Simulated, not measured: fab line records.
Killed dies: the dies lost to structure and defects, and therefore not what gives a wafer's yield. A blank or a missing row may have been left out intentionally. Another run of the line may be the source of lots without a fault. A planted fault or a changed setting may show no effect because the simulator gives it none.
Matching of chambers || flow n5Finfet || 3 sister chambers for N5_BEOL_M7_CURE_74 on uvCure-03
The step cures SiCOH lowk, time 240 s. 18 wafers are shown with their chamber, then 9 later ones without.

## WAFERS PAIRED WITH THEIR CHAMBERS
{"wafer": "L078.4", "chamber": 2, "lampPowerPct (%)": 52.34, "wafer_temp_C_max": 386.3}
{"wafer": "L078.5", "chamber": 2, "lampPowerPct (%)": 52.27, "wafer_temp_C_max": 386.6}
{"wafer": "L078.6", "chamber": 2, "lampPowerPct (%)": 52.23, "wafer_temp_C_max": 386.8}
{"wafer": "L081.1", "chamber": 2, "lampPowerPct (%)": 52.26, "wafer_temp_C_max": 386.6}
{"wafer": "L081.2", "chamber": 2, "lampPowerPct (%)": 52.31, "wafer_temp_C_max": 386.7}
{"wafer": "L081.3", "chamber": 2, "lampPowerPct (%)": 52.29, "wafer_temp_C_max": 386.7}
{"wafer": "L081.4", "chamber": 2, "lampPowerPct (%)": 52.30, "wafer_temp_C_max": 386.9}
{"wafer": "L081.5", "chamber": 2, "lampPowerPct (%)": 52.30, "wafer_temp_C_max": 386.5}
{"wafer": "L081.6", "chamber": 2, "lampPowerPct (%)": 52.40, "wafer_temp_C_max": 386.6}
{"wafer": "L083.1", "chamber": 0, "lampPowerPct (%)": 52.25, "wafer_temp_C_max": 386.5}
{"wafer": "L083.3", "chamber": 0, "lampPowerPct (%)": 52.36, "wafer_temp_C_max": 386.4}
{"wafer": "L083.4", "chamber": 0, "lampPowerPct (%)": 52.36, "wafer_temp_C_max": 387.3}
{"wafer": "L087.2", "chamber": 1, "lampPowerPct (%)": 52.27, "wafer_temp_C_max": 386.2}
{"wafer": "L087.3", "chamber": 1, "lampPowerPct (%)": 52.26, "wafer_temp_C_max": 386.3}
{"wafer": "L087.6", "chamber": 1, "lampPowerPct (%)": 52.28, "wafer_temp_C_max": 387.2}
{"wafer": "L088.4", "chamber": 1, "lampPowerPct (%)": 52.34, "wafer_temp_C_max": 386.9}
{"wafer": "L088.5", "chamber": 1, "lampPowerPct (%)": 52.28, "wafer_temp_C_max": 386.2}
{"wafer": "L088.6", "chamber": 1, "lampPowerPct (%)": 52.32, "wafer_temp_C_max": 386.5}

SIGNATURES (means of the wafers above)
{"reading": "lampPowerPct", "chamber 0": 52.3233, "chamber 1": 52.2917, "chamber 2": 52.3000, "scatter within a chamber": 0.0463}
{"reading": "wafer_temp_C_max", "chamber 0": 386.733, "chamber 1": 386.550, "chamber 2": 386.633, "scatter within a chamber": 0.325}
Rule: a wafer's distance from a chamber is the root of the sum, over the readings, of the square of ((its reading less the chamber's mean) divided by the reading's scatter). The wafer belongs to the nearest chamber; if the next one is less than 2 further off, it can't be placed. The scatter is the square root of a quotient: the sum, over the shown wafers, of each reading's squared deviation from its chamber's mean, divided by wafers minus chambers.

## WAFERS WHOSE CHAMBER IS MISSING
{"wafer": "L090.1", "lampPowerPct (%)": 52.28, "wafer_temp_C_max": 387.7}
{"wafer": "L090.2", "lampPowerPct (%)": 52.27, "wafer_temp_C_max": 387.3}
{"wafer": "L090.6", "lampPowerPct (%)": 52.35, "wafer_temp_C_max": 387.1}
{"wafer": "L093.1", "lampPowerPct (%)": 52.39, "wafer_temp_C_max": 386.8}
{"wafer": "L093.2", "lampPowerPct (%)": 52.26, "wafer_temp_C_max": 386.3}
{"wafer": "L093.6", "lampPowerPct (%)": 52.20, "wafer_temp_C_max": 386.6}
{"wafer": "L095.2", "lampPowerPct (%)": 52.32, "wafer_temp_C_max": 386.8}
{"wafer": "L095.3", "lampPowerPct (%)": 52.29, "wafer_temp_C_max": 387.4}
{"wafer": "L095.5", "lampPowerPct (%)": 52.22, "wafer_temp_C_max": 386.9}

## WHICH CHAMBER EACH ONE RAN IN
{"wafer": "L090.1", "from the rows above": "can't be placed: 0 or 2 or 1", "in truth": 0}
{"wafer": "L090.2", "from the rows above": "can't be placed: 0 or 2 or 1", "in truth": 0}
{"wafer": "L090.6", "from the rows above": "can't be placed: 0 or 2 or 1", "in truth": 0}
{"wafer": "L093.1", "from the rows above": "can't be placed: 0 or 2 or 1", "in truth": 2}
{"wafer": "L093.2", "from the rows above": "can't be placed: 1 or 2 or 0", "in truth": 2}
{"wafer": "L093.6", "from the rows above": "can't be placed: 1 or 2 or 0", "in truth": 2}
{"wafer": "L095.2", "from the rows above": "can't be placed: 0 or 2 or 1", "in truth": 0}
{"wafer": "L095.3", "from the rows above": "can't be placed: 0 or 2 or 1", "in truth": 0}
{"wafer": "L095.5", "from the rows above": "can't be placed: 1 or 2 or 0", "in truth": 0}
Correctly placed: 0 of 9. Cannot be placed on the basis of these rows: 9; the candidates contain the true chamber in 9. Wrongly placed: 0.
